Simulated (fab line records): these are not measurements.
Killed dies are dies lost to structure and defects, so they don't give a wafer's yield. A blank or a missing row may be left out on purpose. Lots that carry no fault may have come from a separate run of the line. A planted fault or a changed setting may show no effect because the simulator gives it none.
fab line records | flow n5Finfet
[record] lots = 4 wafers = 12 lastDay = 21
route steps=1938 shown HKMG_FIN@409 BEOL_M4@1111 PASSIVATION@1936
lots with no fault: from the same line, run without faults
startH: hours from the record's opening day to when the first of the lot's shown wafers began | waitH: time in hours since the lot's previous step | " the same as in the row above | L1.1+2: one row covering several wafers at once | - no value, or no start was given | * or withheld: withheld | < > ~ a bound
route shown NAME@n: NAME is a module with steps in the file, n the number in the route of the first one | usual: mean and standard deviation over wafers with no fault | same: alike in all rows | chamber/n: place in a boat | sites: each site's reading | _std_site: their standard deviation | _edge_site: inner sites' mean taken away from outer sites' mean | radiusMm: how far each site lies from the wafer's centre | mask NAME#n: copy n | behind: the last tool/chamber to shape the wafer | hold: reason for holding the lot/hours on hold/outcome of the hold | device: names the non-switching transistor (n, p or np) | end of line: tests run on the same wafers once the route is complete | a step without rows: its recipe alone | killed: not the wafer's yield, but the dies lost to structure and defects at the first sort | map: a wafer's dies, x killed, . not, _ none there
set.NAME: the setting that was run; set.NAME@STEP: the one run at that earlier step | model.NAME: the simulator's own value behind a step, which no gauge read
lots seen at some steps along the route; tables by step, rows by wafer
services: a tool's chamber out of use, with start hour (startH, from the record's first day; less than 0 if before it), hours out, and reason
[[steps]]
[step N5_HKMG_FIN_STRIP_60]
[recipe] chemistry = N2/H2 powerW = 2500 tempC = 300 h2Frac = 0.65 timeS = 360 pressureMtorr = withheld n2FlowSccm = 1750 h2FlowSccm = 3250
[step N5_HKMG_FIN_WET_ETCH_77]
[recipe] chemistry = dHCl mix = 1:10000 tempC = 25 target = La2O3 stopOn = HfO2 targetDepthNm = 2
[step N5_HKMG_FIN_WET_ETCH_78]
[recipe] chemistry = dNH4OH mix = 1:50 tempC = 25 target = Al2O3 stopOn = La2O3 targetDepthNm = 4.5 dry = ipaMarangoni rinseTimeS = 30 rinseTempC = 23
[step N5_HKMG_FIN_ALD_79]
[recipe] material = TiN targetThkA = 15 tempC = 400 aldPrecursorFamily = TiCl4 aldCoReactant = NH3 pulseTimeS = 1 purgeTimeS = 3 coReactantPurgeTimeS = 2 coReactantPulseTimeS = 2 aldCycles = 68 pressureTorr = 3
[step N5_HKMG_FIN_CVD_62]
[recipe] material = a-Si targetThkA = 30 tempC = 500 precursor = Si2H6 pressureTorr = 1 timeS = 20.8
[step N5_HKMG_FIN_RTA_80]
[recipe] tempC = withheld timeS = 2 ambient = N2 idleTempC = 600 rampUpCPerS = 150 rampDownCPerS = 60 coolToC = 600
[step N5_HKMG_FIN_PRECLEAN_64]
[recipe] chemistry = dHF timeS = 30 tempC = 25 dilution = withheld
[step N5_HKMG_FIN_WET_ETCH_65]
[recipe] chemistry = TMAH tempC = 70 concWtPct = 5 target = a-Si stopOn = TiN timeS = 49 targetDepthNm = 3
[step N5_HKMG_FIN_WET_ETCH_81]
[recipe] chemistry = SC1 target = TiN stopOn = HfO2 mix = 1:1:5 tempC = 60 timeS = 57 targetDepthNm = 6
[step N5_HKMG_FIN_WET_ETCH_82]
[recipe] chemistry = dHCl mix = 1:10000 tempC = 25 target = La2O3 stopOn = HfO2 targetDepthNm = 2 dry = ipaMarangoni rinseTimeS = 30 rinseTempC = 23
[step N5_HKMG_FIN_ALD_36]
[recipe] material = TiN targetThkA = 10 tempC = 400 aldPrecursorFamily = TiCl4 aldCoReactant = NH3 pulseTimeS = 1 purgeTimeS = 3 coReactantPurgeTimeS = 2 coReactantPulseTimeS = 2 aldCycles = 47 pressureTorr = 3
[step N5_HKMG_FIN_PWFM_ALD_03]
[recipe] material = TiN targetThkA = 20 tempC = 400 aldPrecursorFamily = TiCl4 aldCoReactant = NH3 pulseTimeS = 1 purgeTimeS = 3 coReactantPurgeTimeS = 2 coReactantPulseTimeS = 2 aldCycles = 91 pressureTorr = 3
[usual] aldCycles = 91/0 chamberPressureTorr = 2.999/0.0066 heaterPowerW = 863/97 precursorPulseHeightRel = 1.002/0.02 susceptorTempC = 400.01/0.23
[same] purgeTimeS = 3
// columns lot.wafer tool chamber startH waitH aldCycles chamberPressureTorr heaterPowerW precursorPulseHeightRel susceptorTempC
L659.1 aldMetal-02 1 84.02 0.0 91 2.997 798 1.027 400.13
L659.3 " 2 " " 91 2.999 869 0.987 399.79
L659.4 " 3 " " 91 2.998 849 0.967 400.42
L671.1 aldMetal-04 0 150.94 0.0 91 2.976 836 1.005 400.35
L671.2 " 3 " " 91 3.000 880 1.008 399.95
L671.5 " 0 " " 91 2.998 788 1.009 400.37
L678.3 aldMetal-04 2 194.03 0.0 91 2.989 837 0.969 400.09
L678.5 " 0 " " 91 2.991 812 1.004 399.78
L678.6 " 1 " " 98 2.996 705 0.994 400.06
L681.2 aldMetal-04 2 213.01 0.0 91 3.000 871 0.999 400.11
L681.3 " 0 " " 91 3.008 817 1.013 399.95
L681.6 " 3 " " 98 3.001 908 1.008 400.52
[step N5_HKMG_FIN_COAT_29]
[recipe] resist = SOC tempC = 250 timeS = 60 spinRpm = 1500 resistThkNm = 300
[step N5_HKMG_FIN_COAT_30]
[recipe] resist = SiARC tempC = 220 timeS = 60 spinRpm = 1500 resistThkNm = 35
[step N5_HKMG_FIN_COAT_06]
[recipe] resist = CAR-ArF spinRpm = 1500 resistThkNm = 90
[step N5_HKMG_FIN_EBR_08]
[recipe] solvent = PGMEA ebrWidthMm = 1.5
[step N5_HKMG_FIN_SOFTBAKE_07]
[recipe] tempC = 110 timeS = 60 resist = CAR-ArF
[step N5_HKMG_FIN_EXPOSE_09]
[recipe] maskId = NWFM na = 1.35 sourceShape = conventional sigmaOuter = 0.8 polarization = unpolarized doseMj = 39.25
[step N5_HKMG_FIN_PEB_10]
[recipe] pebTempC = withheld pebTimeS = 60 resist = CAR-ArF
[step N5_HKMG_FIN_DEVELOP_11]
[recipe] developTimeS = 30 developer = TMAH resist = CAR-ArF devTempC = 23 rinseLiquid = diw dry = airSpin
[step N5_HKMG_FIN_DESCUM_17]
[recipe] chemistry = O2 timeS = 7.9 sourcePowerW = 50 biasPowerW = 20 pressureMtorr = 20 rfFrequencyHz = 2.712e+07 tempC = 40 resist = CAR-ArF o2FlowSccm = 225
[step N5_HKMG_FIN_ETCH_31]
[recipe] chemistry = CF4 target = SiARC targetDepthA = 455 maskMaterial = CAR-ArF timeS = 75.8 ionEnergyEv = 80 pressureMtorr = 40 sourceW = 545 biasW = 36 Ar_flow_sccm = 100 cf4FlowSccm = 100 ends = cleared
[step N5_HKMG_FIN_ETCH_32]
[recipe] chemistry = N2/H2 target = SOC targetDepthA = 2400 tempC = 40 timeS = 300 ionEnergyEv = 200 maskMaterial = SiARC pressureMtorr = 30 sourceW = 840 biasW = 150 n2FlowSccm = 200 h2FlowSccm = 200
[step N5_HKMG_FIN_STRIP_33]
[recipe] chemistry = N2/H2 tempC = 40 n2FlowSccm = 200 h2FlowSccm = 200 rfFrequencyHz = 6e+07
[step N5_HKMG_FIN_STRIP_34]
[recipe] chemistry = CF4 resist = SiARC powerW = 300 biasPowerW = 75 pressureMtorr = 50 cf4FlowSccm = 150 rfFrequencyHz = 6e+07
[step N5_HKMG_FIN_ETCH_35]
[recipe] chemistry = N2/H2 target = SOC targetDepthA = 2158 ionEnergyEv = 65 biasW = 5 sourceW = 3000 timeS = 243.4 pressureMtorr = 30 n2FlowSccm = 200 h2FlowSccm = 200
[step N5_HKMG_FIN_STRIP_92]
[recipe] chemistry = N2/H2 material = SOC timeS = 20 powerW = 500 tempC = 40 pressureMtorr = 50 rfFrequencyHz = 6e+07 biasPowerW = 8 h2Frac = 0.5 n2FlowSccm = 300 h2FlowSccm = 300
[step N5_HKMG_FIN_WET_ETCH_18]
[recipe] chemistry = SC1 target = TiN mix = 1:1:5 tempC = * timeS = 55 targetDepthNm = 5.2 dry = ipaMarangoni rinseTimeS = 30 rinseTempC = 23
[step N5_HKMG_FIN_STRIP_19]
[recipe] chemistry = N2/H2 powerW = 2500 tempC = 300 h2Frac = 0.65 timeS = 360 pressureMtorr = withheld n2FlowSccm = 1750 h2FlowSccm = 3250
[step N5_HKMG_FIN_ALD_91]
[recipe] material = TiN targetThkA = 10 tempC = 400 aldPrecursorFamily = TiCl4 aldCoReactant = NH3 pulseTimeS = 1 purgeTimeS = 3 coReactantPurgeTimeS = 2 coReactantPulseTimeS = 2 aldCycles = 47 pressureTorr = 3
[step N5_HKMG_FIN_COAT_85]
[recipe] resist = SOC tempC = 250 timeS = 60 spinRpm = 1500 resistThkNm = 300
[step N5_HKMG_FIN_ETCH_86]
[recipe] chemistry = N2/H2 target = SOC targetDepthA = 3932 stopOn = TiN ionEnergyEv = 100 biasW = 61 pressureMtorr = 30 sourceW = 850 n2FlowSccm = 200 h2FlowSccm = 200
[step N5_HKMG_FIN_STRIP_89]
[recipe] chemistry = N2/H2 material = SOC timeS = 20 powerW = 500 tempC = 40 pressureMtorr = 50 rfFrequencyHz = 6e+07 biasPowerW = 8 h2Frac = 0.5 n2FlowSccm = 300 h2FlowSccm = 300
[step N5_HKMG_FIN_WET_ETCH_87]
[recipe] chemistry = SC1 target = TiN mix = 1:2:40 tempC = 50 timeS = 154.2 targetDepthNm = 4.7 dry = ipaMarangoni rinseTimeS = 30 rinseTempC = 23
[step N5_HKMG_FIN_STRIP_88]
[recipe] chemistry = N2/H2 powerW = 2500 tempC = 300 h2Frac = 0.65 timeS = 360 pressureMtorr = withheld n2FlowSccm = 1750 h2FlowSccm = 3250
[step N5_HKMG_FIN_NWFM_ALD_20]
[recipe] material = TiAlC targetThkA = 20 tempC = 300 aldPrecursorFamily = TiCl4 aldCoReactant = TEA pulseTimeS = 3 purgeTimeS = 2 coReactantPurgeTimeS = 2 coReactantPulseTimeS = 10 aldCycles = 7 pressureTorr = 3
[step N5_HKMG_FIN_ALD_71]
[recipe] material = TiN targetThkA = 10 tempC = 400 aldPrecursorFamily = TiCl4 aldCoReactant = NH3 pulseTimeS = 1 purgeTimeS = 3 coReactantPurgeTimeS = 2 coReactantPulseTimeS = 2 aldCycles = 47 pressureTorr = 3
[step N5_HKMG_FIN_COAT_66]
[recipe] resist = SOC tempC = 250 timeS = 60 spinRpm = 1500 resistThkNm = 300
[step N5_BEOL_M4_RC_MEAS_101]
[usual] DIBL_N = 36.3/1.9 DIBL_P = 36.6/2.4 IOFF_N = 0.17/0.037 IOFF_P = 0.23/0.04 ION_N = 682/14 ION_P = 468/8.6 SS_N = 71.6/0.67 SS_P = 73.4/0.71 VT_N = 248/3.3 VT_P = -248.9/2.9 VT_P_LONG = -274.3/2.3 VT_P_LVT = -98.1/2.5
// columns lot.wafer tool chamber startH waitH DIBL_N[mV/V] DIBL_P[mV/V] IOFF_N[nA/um] IOFF_P[nA/um] ION_N[uA/um] ION_P[uA/um] SS_N[mV/dec] SS_P[mV/dec] VT_N[mV] VT_P[mV] VT_P_LONG[mV] VT_P_LVT[mV]
L659.1 prober-02 0 213.11 0.0 34.0 32.4 0.13 0.18 663 461 71.1 72.5 253 -250.6 -273.7 -100.3
L659.3 " 0 " " 38.0 39.1 0.22 0.28 677 462 73.1 74.2 244 -245.9 -273.6 -95.3
L659.4 " 0 " " 36.4 36.1 0.18 0.22 687 467 71.3 73.3 247 -248.1 -273.8 -97.4
L671.1 prober-02 0 286.60 0.0 37.9 38.6 0.23 0.32 692 480 71.9 74.1 243 -243.4 -269.6 -90.4
L671.2 " 0 " " 37.5 37.6 0.23 0.31 723 495 71.3 73.8 241 -240.6 -270.1 -89.7
L671.5 " 0 " " 34.9 34.5 0.16 0.25 675 468 71.0 72.8 246 -244.3 -270.2 -94.1
L678.3 prober-02 0 345.82 0.3 35.8 35.1 0.16 0.23 678 465 71.3 73.2 249 -247.8 -273.2 -97.0
L678.5 " 0 " " 34.2 32.6 0.13 0.19 662 459 71.3 72.6 252 -250.1 -273.4 -99.4
L678.6 " 0 " " 35.7 35.1 0.15 0.29 695 487 70.8 73.6 249 -240.7 -266.8 -90.9
L681.2 prober-02 0 375.66 0.2 36.7 36.5 0.17 0.21 677 464 71.8 73.8 247 -249.0 -276.8 -97.1
L681.3 " 0 " " 33.3 31.7 0.11 0.14 653 448 70.8 72.1 254 -253.6 -275.4 -103.3
L681.6 " 0 " " 39.6 40.4 0.26 0.36 697 481 71.9 74.7 244 -237.9 -269.3 -88.3
[step N5_PASSIVATION_PROBE_49]
[usual] defectLimitedYield = 91.2/1.5 killed_at_M0_to_M3 = 35/12 killed_at_M4_up = 14/5.1 killedAtContacts = 13/6 killedAtFrontEnd = 38/12 killedAtOther = 4/3.5 killedDies = 104/18 killedOpen = 68/13 killedShort = 33/8.1 sort_bin_4_leakage = 0.00/0.044 sort_bin_5_function = 5.2/1 sort_bin_6_memory = 3.2/0.69 sortNPass = 1076/18 sortYieldPct = 91.2/1.5
[same] grossDies = 1180 killedAtBackSide = 0 sort_bin_8_speed[%] = 0
// columns lot.wafer tool chamber startH waitH defectLimitedYield[%] killed_at_M0_to_M3 killed_at_M4_up killedAtContacts killedAtFrontEnd killedAtOther killedDies killedOpen killedShort sort_bin_4_leakage[%] sort_bin_5_function[%] sort_bin_6_memory[%] sortNPass sortYieldPct[%]
L659.1 prober-02 - 327.44 0.0 90.5 38 14 6 48 6 112 70 42 0 6.2 3.1 1068 90.5
L659.3 prober-02 - 327.54 0.1 90.3 43 24 15 25 8 115 66 43 0 6.0 3.2 1065 90.3
L659.4 prober-02 - 327.59 0.2 88.9 54 9 13 49 6 131 89 41 0 6.0 4.5 1049 88.9
L671.1 prober-01 - 380.78 0.0 90.1 44 17 2 50 4 117 75 42 0 6.4 3.1 1063 90.1
L671.2 prober-01 - 380.83 0.1 92.0 33 15 14 30 2 94 63 29 0 4.9 2.7 1086 92.0
L671.5 prober-01 - 380.98 0.2 93.0 23 22 6 30 2 83 58 23 0 3.8 2.9 1097 93.0
L678.3 prober-02 - 453.31 0.1 91.5 24 19 19 31 7 100 71 29 0 4.8 3.4 1080 91.5
L678.5 prober-02 - 453.41 0.2 89.9 25 12 25 54 3 119 82 37 0 5.5 4.3 1061 89.9
L678.6 prober-02 - 453.46 0.3 92.5 22 7 17 39 4 89 57 32 0 4.6 2.9 1091 92.5
L681.2 prober-02 - 500.30 0.1 92.0 36 10 16 28 4 94 58 35 0 5.0 2.5 1086 92.0
L681.3 prober-02 - 500.35 0.1 91.1 21 12 24 39 9 105 68 33 0 5.8 2.9 1075 91.1
L681.6 prober-02 - 500.50 0.3 89.2 38 18 16 47 9 128 84 44 0.17 6.7 3.4 1050 89.0
// killed by level:class
L659.1 STI_FIN_REVEAL:geometricParticle:open=13 FIN_SAQP:geometricParticle:short=11 BEOL_M0_SAQP:geometricParticle:open=10 BEOL_M3:geometricParticle:open=9 BEOL_M0_SAQP:geometricParticle:short=8 BEOL_M2:geometricParticle:open=6 FIN_SAQP:geometricParticle:open=5 MOL_CONTACT_COAG:geometricParticle:open=4
L659.3 BEOL_M0_SAQP:geometricParticle:short=17 BEOL_M0_SAQP:geometricParticle:open=15 MOL_CONTACT_COAG:geometricParticle:open=11 BEOL_M4:geometricParticle:open=11 FIN_SAQP:geometricParticle:open=6 FIN_SAQP:geometricParticle:short=5 DUMMY_GATE:geometricParticle:open=4 MOL_CONTACT_COAG:geometricParticle:short=4
L659.4 BEOL_M0_SAQP:geometricParticle:open=17 FIN_SAQP:geometricParticle:open=14 BEOL_M0_SAQP:geometricParticle:short=11 MOL_CONTACT_COAG:geometricParticle:open=8 BEOL_M3:geometricParticle:open=7 BEOL_M0:geometricParticle:open=6 STI_FIN_REVEAL:geometricParticle:open=5 DUMMY_GATE:geometricParticle:open=5
L671.1 FIN_SAQP:geometricParticle:short=14 STI_FIN_REVEAL:geometricParticle:open=13 BEOL_M2:geometricParticle:open=12 BEOL_M3:geometricParticle:open=9 BEOL_M4:geometricParticle:open=9 FIN_SAQP:geometricParticle:open=8 BEOL_M0_SAQP:geometricParticle:short=8 BEOL_M0_SAQP:geometricParticle:open=6
L671.2 MOL_CONTACT_COAG:geometricParticle:open=11 BEOL_M3:geometricParticle:open=9 BEOL_M4:geometricParticle:open=8 STI_FIN_REVEAL:geometricParticle:open=7 BEOL_M0_SAQP:geometricParticle:short=7 FIN_SAQP:geometricParticle:short=6 BEOL_M2:geometricParticle:open=6 STARTING-WAFER:geometricParticle:open=6
L671.5 BEOL_M3:geometricParticle:open=8 BEOL_M4:geometricParticle:open=8 FIN_SAQP:geometricParticle:short=7 STI_FIN_REVEAL:geometricParticle:open=7 BEOL_M0_SAQP:geometricParticle:short=6 BEOL_M5:geometricParticle:open=6 FIN_SAQP:geometricParticle:open=5 MOL_CONTACT_COAG:geometricParticle:open=4
L678.3 MOL_CONTACT_COAG:geometricParticle:open=14 BEOL_M4:geometricParticle:open=10 STI_FIN_REVEAL:geometricParticle:open=9 FIN_SAQP:geometricParticle:open=7 BEOL_M3:geometricParticle:open=7 BEOL_M0_SAQP:geometricParticle:short=6 MOL_CONTACT_COAG:geometricParticle:short=5 BEOL_M1:geometricParticle:open=5
L678.5 MOL_CONTACT_COAG:geometricParticle:open=21 FIN_SAQP:geometricParticle:open=18 FIN_SAQP:geometricParticle:short=7 GATE_CUT:geometricParticle:short=7 STI_FIN_REVEAL:geometricParticle:open=6 BEOL_M0_SAQP:geometricParticle:open=5 BEOL_M4:geometricParticle:open=5 DUMMY_GATE:geometricParticle:open=4
L678.6 MOL_CONTACT_COAG:geometricParticle:open=13 FIN_SAQP:geometricParticle:open=9 BEOL_M0_SAQP:geometricParticle:open=9 FIN_SAQP:geometricParticle:short=7 BEOL_M0_SAQP:geometricParticle:short=5 GATE_CUT:geometricParticle:short=4 MOL_CONTACT_COAG:geometricParticle:short=4 BEOL_M1:geometricParticle:open=4
L681.2 MOL_CONTACT_COAG:geometricParticle:open=14 BEOL_M3:geometricParticle:open=12 BEOL_M0_SAQP:geometricParticle:short=9 DUMMY_GATE:geometricParticle:short=6 STI_FIN_REVEAL:geometricParticle:open=5 BEOL_M0_SAQP:geometricParticle:open=4 BEOL_M1:geometricParticle:short=4 GATE_CUT:geometricParticle:open=3
L681.3 MOL_CONTACT_COAG:geometricParticle:open=19 FIN_SAQP:geometricParticle:open=8 FIN_SAQP:geometricParticle:short=8 BEOL_M4:geometricParticle:open=8 STI_FIN_REVEAL:geometricParticle:open=5 GATE_CUT:geometricParticle:open=5 MOL_CONTACT_COAG:geometricParticle:short=5 BEOL_M0:geometricParticle:open=5
L681.6 MOL_CONTACT_COAG:geometricParticle:open=14 GATE_CUT:geometricParticle:short=13 BEOL_M1:geometricParticle:open=10 FIN_SAQP:geometricParticle:open=8 BEOL_M3:geometricParticle:open=7 BEOL_M4:geometricParticle:open=7 FIN_SAQP:geometricParticle:short=6 BEOL_M0_SAQP:geometricParticle:open=6
[[services]]
// columns tool chamber startH hours kind
aldMetal-04 - 85.11 6.0 pm
aldMetal-04 - 96.64 2.8 pm
aldMetal-02 - 107.83 2.1 repair
aldMetal-02 2 110.44 29.9 repair
aldMetal-02 0 130.61 4.4 repair
aldMetal-04 1 132.93 26.9 repair
aldMetal-02 0 151.15 21.7 repair
[[key]]
[firstSign] step = N5_HKMG_FIN_PWFM_ALD_03 reading = aldCycles direction = up sigmas = 99+ usual = * struck = *
[effect] step = N5_BEOL_M4_RC_MEAS_101 reading = VT_P_LVT direction = up sigmas = 3.4 usual = -98.1 struck = -89.6
[effect] step = N5_BEOL_M4_RC_MEAS_101 reading = VT_P_LONG direction = up sigmas = 2.7 usual = -274.3 struck = -268.0
metAt N5_HKMG_FIN_PWFM_ALD_03
struckWafers L678.6,L681.6
onsetBetween 150.94 194.03
[fault] kind = processParameterDrift tool = aldMetal-04 chamber = - onsetH = 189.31 steps = N5_HKMG_FIN_PWFM_ALD_03 channel = aldCycles offset = * shape = step endH = 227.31 scope = struckWafersOnly actsIn = * stated = *
